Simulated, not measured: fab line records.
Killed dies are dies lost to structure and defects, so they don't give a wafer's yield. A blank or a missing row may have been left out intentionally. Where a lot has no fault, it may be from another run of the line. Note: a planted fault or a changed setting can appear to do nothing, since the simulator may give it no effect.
Matching of chambers ; flow n5Finfet ; N5_BEOL_M10_CURE_72 on uvCure-03: 3 sister chambers
The step cures SiCOH lowk, time 120 s. 14 wafers are shown with their chamber, then 7 later ones without.

== WAFERS WITH THEIR CHAMBER ==
wafer;chamber;wafer_temp_C_max;lampPowerPct (%)
L075.1;1;372.2;52.37
L075.3;1;372.4;52.42
L075.4;1;371.9;52.36
L077.2;2;371.3;52.26
L077.5;2;371.7;52.27
L077.6;2;371.0;52.24
L082.3;1;372.2;52.25
L082.4;1;371.9;52.24
L082.6;1;371.7;52.18
L089.1;2;371.9;52.28
L089.3;2;371.6;52.29
L089.4;2;371.0;52.31
L090.1;0;371.1;52.19
L090.4;0;371.1;52.40

SIGNATURES, as means of the wafers listed above
reading;chamber 0;chamber 1;chamber 2;scatter within a chamber
wafer_temp_C_max;371.100;372.050;371.417;0.308
lampPowerPct;52.2950;52.3033;52.2750;0.0788
Rule: a wafer lies at a distance from a chamber equal to the root of the sum of squares, over the readings, of (its reading less the chamber's mean, divided by the reading's scatter). If the next closest chamber is less than 2 further off than the closest, the wafer can't be placed; otherwise it belongs to the closest. The scatter: take each reading less its chamber's mean, square it, sum over the shown wafers, divide by the number of wafers less the number of chambers, and take the root.

== WAFERS WHOSE CHAMBER IS MISSING ==
wafer;wafer_temp_C_max;lampPowerPct (%)
L090.6;370.6;52.37
L093.3;372.7;52.28
L093.4;373.9;52.43
L093.5;371.7;52.31
L092.4;372.5;52.33
L092.5;372.5;52.32
L092.6;372.5;52.29

== THE CHAMBER EACH PASSED THROUGH ==
wafer;from the rows above;in truth
L090.6;can't be placed: 0 or 2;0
L093.3;1;1
L093.4;1;1
L093.5;can't be placed: 2 or 1 or 0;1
L092.4;1;1
L092.5;1;1
L092.6;1;1
5 of 7 placed correctly. Can't be placed from these rows: 2 (the true chamber is among the candidates in 2). 0 placed wrongly.
